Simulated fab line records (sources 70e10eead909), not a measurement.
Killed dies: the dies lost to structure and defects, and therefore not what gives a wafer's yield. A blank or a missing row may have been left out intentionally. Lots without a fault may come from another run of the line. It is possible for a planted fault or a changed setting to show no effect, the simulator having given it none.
Chamber matching -- flow nand harc -- NHARC_A_STAIRCASE_TRIM_220 on rie diel-08: 4 sister chambers
The step chemistry O2, time 211.2 s. 4 wafers are shown with their chamber, then 7 later ones without.

== WAFERS PAIRED WITH THEIR CHAMBERS ==
wafer,chamber,showerhead plenum p Torr (Torr)
L084.4,3,3.76
L084.6,0,3.56
L086.3,2,3.54
L087.5,1,3.75

== WAFERS WITH NO CHAMBER GIVEN ==
wafer,showerhead plenum p Torr (Torr)
L087.6,3.56
L089.1,3.76
L089.3,3.53
L089.6,3.53
L097.3,3.51
L097.4,3.54
L097.6,3.74

== WHICH CHAMBER EACH WENT THROUGH ==
wafer,from the rows above,in truth
L087.6,can't be placed: 0 or 2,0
L089.1,can't be placed: 3 or 1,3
L089.3,can't be placed: 2 or 0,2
L089.6,can't be placed: 2 or 0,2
L097.3,can't be placed: 2 or 0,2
L097.4,can't be placed: 2 or 0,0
L097.6,can't be placed: 1 or 3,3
Placed correctly: 0 of 7. From these rows, 7 cannot be placed; in 7 the true chamber is one of the candidates. Placed wrongly: 0.
How it was worked out, from the rows above alone: a wafer's distance from a chamber is the root of the sum, over the readings, of the square of ((its reading less the chamber's mean) divided by the reading's scatter). If the next closest chamber is less than 2 further off than the closest, the wafer can't be placed; otherwise it belongs to the closest. A chamber's mean is the mean of its shown wafers. The scatter (one wafer shown for each chamber): square how far every hidden wafer sits from the nearest shown wafer, average those squares and take the square root.
